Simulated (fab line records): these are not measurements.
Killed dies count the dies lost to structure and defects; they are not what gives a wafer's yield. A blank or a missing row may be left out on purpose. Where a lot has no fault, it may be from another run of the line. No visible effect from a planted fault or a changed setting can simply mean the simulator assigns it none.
A lot that was struck, set against a sound lot	flow nand_harc	43 out of 1302 route steps
Sound: these wafers, L151.2, L151.3, L151.4. Wafers L160.2, L160.3, L160.6 were the ones struck. At the end, the cause is stated.
Per side, at each step with rows, come the tool, then ch with its chambers, and then its first start. Under that, the readings that differ: sound wafers	struck wafers	difference of the means	sigmas: that difference in standard deviations of wafers without a fault.
alike: same words and numbers on both sides, and readings whose means sit less than 2 such deviations apart. not compared: any withheld reading, any reading some wafer has no value for, any bound like >300 that may hide the same value, and any number with overlapping values for which the record gives no deviation.
The two part at a step that has a row with sigmas, a row that says differs or no value, or rows on one side only. Numbers that have no deviation but don't overlap get no sigmas and don't part them. A reading that every wafer of one side lacks parts them only if that side has two wafers or more.

first, 2 steps without rows for these wafers: NHARC_A_CONTACT_PEB_40 (peb time 65 s); NHARC_A_CONTACT_DEVELOP_41 (develop time 35 s).
NHARC_A_CONTACT_CD_MEAS_42: target cd 300 nm.
  sound on cd_sem-02 ch 0, day 25 17:58; struck on cd_sem-02 ch 0, day 29 21:41
  alike: cd_nm
NHARC_A_CONTACT_OVL_MEAS_43:
  struck on overlay-01, day 29 21:47; sound on overlay-02, day 25 18:02
  alike: overlay_x_nm, overlay_y_nm
NHARC_A_CONTACT_INSPECT_44:
  struck on defect_inspect-01, day 29 21:49; sound on defect_inspect-01, day 25 18:05
  alike: raw_defect_count
NHARC_A_CONTACT_DESCUM_47: chemistry O2, time 3 s.
  sound on rie_diel-07 ch 0,1,3, day 25 18:08; struck on rie_diel-07 ch 1,2,3, day 29 21:52
  alike: drypump_motor_current_A, oes_product_au, rf_vpp_V, showerhead_plenum_p_Torr, throttle_valve_pct
  not compared: rf_hours_counter_h
then, 1 step without rows for these wafers: NHARC_A_CONTACT_ETCH_48 (etches the open film in CF4, target depth 39 nm, time 65 s).
NHARC_A_CONTACT_ETCH_49: etches the open film in N2/H2, target depth 260 nm, time 475.3 s.
  sound on rie_diel-07 ch 0,1,2; struck on rie_diel-07 ch 2,3
  alike: drypump_motor_current_A, h2_flow_sccm, oes_product_au, rf_vpp_V, showerhead_plenum_p_Torr, throttle_valve_pct
  not compared: rf_hours_counter_h
then, 4 steps without rows for these wafers: NHARC_A_CONTACT_ETCH_50 (etches the open film in CF4/CHF3, target depth 121 nm, time 60.5 s); NHARC_A_CONTACT_ETCH_51 (etches the open film in O2/COS, target depth 7000 nm, time 1820 s); NHARC_A_CONTACT_ETCH_111 (etches the open film in C4F8/O2/Ar, time 140 s, target depth 700 nm); NHARC_A_CONTACT_ETCH_112 (etches the open film in C4F8/O2/Ar, time 190 s, target depth 1850 nm).
NHARC_A_CONTACT_ETCH_113: etches the open film in C4F8/O2/Ar, time 190 s, target depth 1850 nm.
  sound on har_cap_etch-01 ch 0,1, day 25 20:29; struck on har_cap_etch-01 ch 1, day 30 00:06
  alike: oes_air_line_au
  not compared: rf_hours_counter_h
NHARC_A_CONTACT_ETCH_114: etches the open film in C4F8/O2/Ar, time 190 s, target depth 1850 nm.
  sound on har_cap_etch-01 ch 0,1, day 25 20:43; struck on har_cap_etch-01 ch 1, day 30 00:16
  alike: oes_air_line_au
  not compared: rf_hours_counter_h
then, 4 steps without rows for these wafers: NHARC_A_CONTACT_ETCH_115 (etches the open film in C4F8/O2/Ar, time 190 s, target depth 1850 nm); NHARC_A_CONTACT_ETCH_116 (etches the open film in C4F8/O2/Ar, time 190 s, target depth 1850 nm); NHARC_A_CONTACT_ETCH_117 (etches the open film in C4F8/O2/Ar, time 190 s, target depth 1850 nm); NHARC_A_CONTACT_ETCH_118 (etches the open film in C4F8/O2/Ar, time 190 s, target depth 1850 nm).
NHARC_A_CONTACT_ETCH_119: etches the open film in C4F8/O2/Ar, time 190 s, target depth 1850 nm.
  sound on har_cap_etch-01 ch 0,1, day 25 21:52; struck on har_cap_etch-01 ch 1, day 30 01:07
  alike: oes_air_line_au
  not compared: rf_hours_counter_h
then, 6 steps without rows for these wafers: NHARC_A_CONTACT_ETCH_120 (etches the open film in C4F8/O2/Ar, time 190 s, target depth 1850 nm); NHARC_A_CONTACT_ETCH_121 (etches the open film in C4F8/O2/Ar, time 190 s, target depth 1850 nm); NHARC_A_CONTACT_ETCH_122 (etches the open film in C4F8/O2/Ar, time 190 s, target depth 1850 nm); NHARC_A_CONTACT_ETCH_123 (etches the open film in C4F8/O2/Ar, time 490 s, target depth 2110 nm); NHARC_A_CONTACT_ETCH_90 (etches the open film in CH3F/O2, target depth 40 nm, time 85.7 s); NHARC_A_CONTACT_ETCH_96 (etches the open film in C4F6/O2, target depth 20 nm, time 10 s).
NHARC_A_CONTACT_CD_MEAS_53:
  struck on cd_sem-02, day 30 02:58; sound on cd_sem-02, day 26 00:09
  alike: cd_nm
then, 6 steps without rows for these wafers: NHARC_A_CONTACT_STRIP_99 (strips in N2/H2); NHARC_A_CONTACT_STRIP_100 (strips in CF4/CHF3); NHARC_A_CONTACT_STRIP_101 (strips in O2/COS); NHARC_A_CONTACT_ETCH_102 (etches the open film in CF4/O2, target depth 100 nm, overetch 10 nm, time 55 s); NHARC_A_CONTACT_STRIP_55 (strips in O2); NHARC_A_CONTACT_STRIP_56 (strips in post etch residue remover, time 600 s).
NHARC_A_CONTACT_DEP_57: deposits aC, target thk 5300 nm.
  sound on acl_dep-02 ch 0, day 26 01:38; struck on acl_dep-02 ch 0, day 30 06:36
  alike: throttle_valve_pct
then, 9 steps without rows for these wafers: NHARC_A_CONTACT_DEP_58 (deposits SiON, target thk 90 nm); NHARC_A_CONTACT_DEHYDRATE_59 (time 120 s); NHARC_A_CONTACT_HMDS_60 (time 30 s); NHARC_A_CONTACT_COAT_61 (time 75 s); NHARC_A_CONTACT_COAT_62 (time 65 s); NHARC_A_CONTACT_COAT_63 (resist thk 90 nm); NHARC_A_CONTACT_SOFTBAKE_64 (time 55 s); NHARC_A_CONTACT_EBR_65; NHARC_A_CONTACT_EXPOSE_66 (exposes mask A CC 2).
-- break in the record here, with 3 days between the starts of the struck wafers on either side (left off in module A_CONTACT, picked up again in module END, where the first step shown is number 1302 on the route) --
NHARC_END_SORT_01:
  sound on prober-02 ch 0, day 28 16:28; struck on prober-01 ch 0, day 33 03:30
reading	sound	struck	difference	sigmas
killed_at_array	35 44 39	138 144 145	+103	+7
killed_dies	39 45 40	143 150 151	+107	+7
killed_short	4 7 5	1 1 1	-4	-3
  alike: killed_at_other, killed_at_periphery, killed_open

## WHERE THEY PART
Within this record, at NHARC_END_SORT_01 only.

WHY: the cause the simulator had injected
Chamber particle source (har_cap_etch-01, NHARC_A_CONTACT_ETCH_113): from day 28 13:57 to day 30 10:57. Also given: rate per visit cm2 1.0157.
